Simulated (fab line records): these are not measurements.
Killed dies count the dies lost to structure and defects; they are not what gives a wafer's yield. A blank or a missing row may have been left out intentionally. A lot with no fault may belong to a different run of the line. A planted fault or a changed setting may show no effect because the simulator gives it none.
Split-lot study    flow n5_finfet    7 lots, 39 wafers read, on a route of 1938 steps

== THE SPLIT ==
At N5_BEOL_M10_ILD_DEP_00 (deposits SiCOH lowk from DEMS/porogen, target thk 308.51 nm, time 58 s), the setting target_thk_a was moved away from the recipe's 3085.1 angstrom on 15 of the 39 wafers read, by +20.6% to +56.0%. For the rest of the wafers, this setting stayed at what the recipe calls for.

== FROM THE SPLIT ON TO THE READING: in between, the file shows 1 step ==
- N5_BEOL_M10_CURE_71: cures SiCOH lowk, time 240 s

== THE READING ==
Values of M10_ILD_THK in nm from N5_BEOL_M10_THK_MEAS_01. A value of 269 nm with a standard deviation of 4.6 nm is what fault-free wafers of this fab line usually give.

wafer   tool, chamber at the split  target_thk_a as run, angstrom  against the recipe  M10_ILD_THK, nm  against lot-mates on the recipe
L074.1  pecvd-01, 1                 4766                           +54.5%              411              +141
L074.2  pecvd-01, 0                 4766                           +54.5%              417              +147
L074.3  pecvd-01, 2                 3085.1                         recipe              269              -
L074.4  pecvd-01, 2                 3085.1                         recipe              272              -
L074.5  pecvd-01, 1                 3085.1                         recipe              268              -
L074.6  pecvd-01, 0                 4766                           +54.5%              424              +154
L078.1  pecvd-02, 0                 3085.1                         recipe              252              -
L078.2  pecvd-02, 1                 3085.1                         recipe              266              -
L078.3  pecvd-02, 2                 3085.1                         recipe              269              -
L078.4  pecvd-02, 0                 3085.1                         recipe              256              -
L078.5  pecvd-02, 2                 3085.1                         recipe              272              -
L078.6  pecvd-02, 1                 3085.1                         recipe              267              -
L083.1  pecvd-02, 0                 3928                           +27.3%              327              +62
L083.2  pecvd-02, 1                 3085.1                         recipe              265              -
L083.3  pecvd-02, 2                 3085.1                         recipe              270              -
L083.4  pecvd-02, 0                 3085.1                         recipe              259              -
L083.5  pecvd-02, 2                 3928                           +27.3%              349              +84
L083.6  pecvd-02, 1                 3928                           +27.3%              345              +80
L089.1  pecvd-03, 1                 3085.1                         recipe              267              -
L089.2  pecvd-03, 0                 3085.1                         recipe              272              -
L089.3  pecvd-03, 2                 4813                           +56.0%              421              +151
L089.4  pecvd-03, 2                 3085.1                         recipe              272              -
L089.5  pecvd-03, 1                 4813                           +56.0%              424              +154
L089.6  pecvd-03, 0                 4813                           +56.0%              430              +160
L088.1  pecvd-02, 2                 3721                           +20.6%              322              +56
L088.2  pecvd-02, 0                 3085.1                         recipe              263              -
L088.3  pecvd-02, 1                 3085.1                         recipe              266              -
L088.4  pecvd-02, 0                 3721                           +20.6%              321              +55
L088.5  pecvd-02, 1                 3721                           +20.6%              323              +57
L088.6  pecvd-02, 2                 3085.1                         recipe              268              -
L092.1  pecvd-01, 1                 3085.1                         recipe              264              -
L092.2  pecvd-01, 2                 4757                           +54.2%              415              +146
L092.3  pecvd-01, 0                 4757                           +54.2%              415              +146
L092.4  pecvd-01, 1                 4757                           +54.2%              418              +149
L092.5  pecvd-01, 0                 3085.1                         recipe              272              -
L092.6  pecvd-01, 2                 3085.1                         recipe              272              -
L095.1  pecvd-02, 1                 3085.1                         recipe              267              -
L095.3  pecvd-02, 0                 3085.1                         recipe              265              -
L095.5  pecvd-02, 0                 3085.1                         recipe              269              -

FIT RESULTS
A straight line over all 39 wafers: M10_ILD_THK changes by +2.78 nm for each +1% of target_thk_a; r = +1.00; the points scatter about the line by 5.4 nm.
The same after taking each lot's own level away (the mean of its wafers on the recipe; 39 wafers): +2.73 nm for each +1%; r = +1.00; scatter 4.9 nm.
That fit puts the effect of the largest move of target_thk_a on the reading at 1.5e+02 nm.
The lots' own levels span 263.7 to 270.3 nm, that is 1.4 times the standard deviation above.
So the lot-to-lot level changes the slope little: the two slopes agree.
Check: with one of the wafers moved furthest among these (+56.0%) left out of the fit, the line predicts +153 nm for it against its lot-mates. Against them it came out at +151 nm.

== THE WHOLE CHAIN: every reading that the file lists as answering this split, in the file's order ==
step                     what it does                                                            reading                                                                                    change (the file's fit)               r (the file's)
N5_BEOL_M10_ILD_DEP_00   deposits SiCOH lowk from DEMS/porogen, target thk 308.51 nm, time 58 s  SiCOH_lowk_of_BEOL_M10_ILD_DEP_00.thk_nm (the simulator's own value, which no gauge read)  +3.07 nm for each +1% of the setting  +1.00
N5_BEOL_M10_CURE_71      cures SiCOH lowk, time 240 s                                            SiCOH_lowk_of_BEOL_M10_ILD_DEP_00.thk_nm (the simulator's own value, which no gauge read)  +2.73 nm for each +1% of the setting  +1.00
N5_BEOL_M10_THK_MEAS_01                                                                          M10_ILD_THK                                                                                +2.73 for each +1% of the setting     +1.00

== THE FILE'S OWN FIT ==
M10_ILD_THK changes by +2.73 nm for each +1% of target_thk_a, r = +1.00.
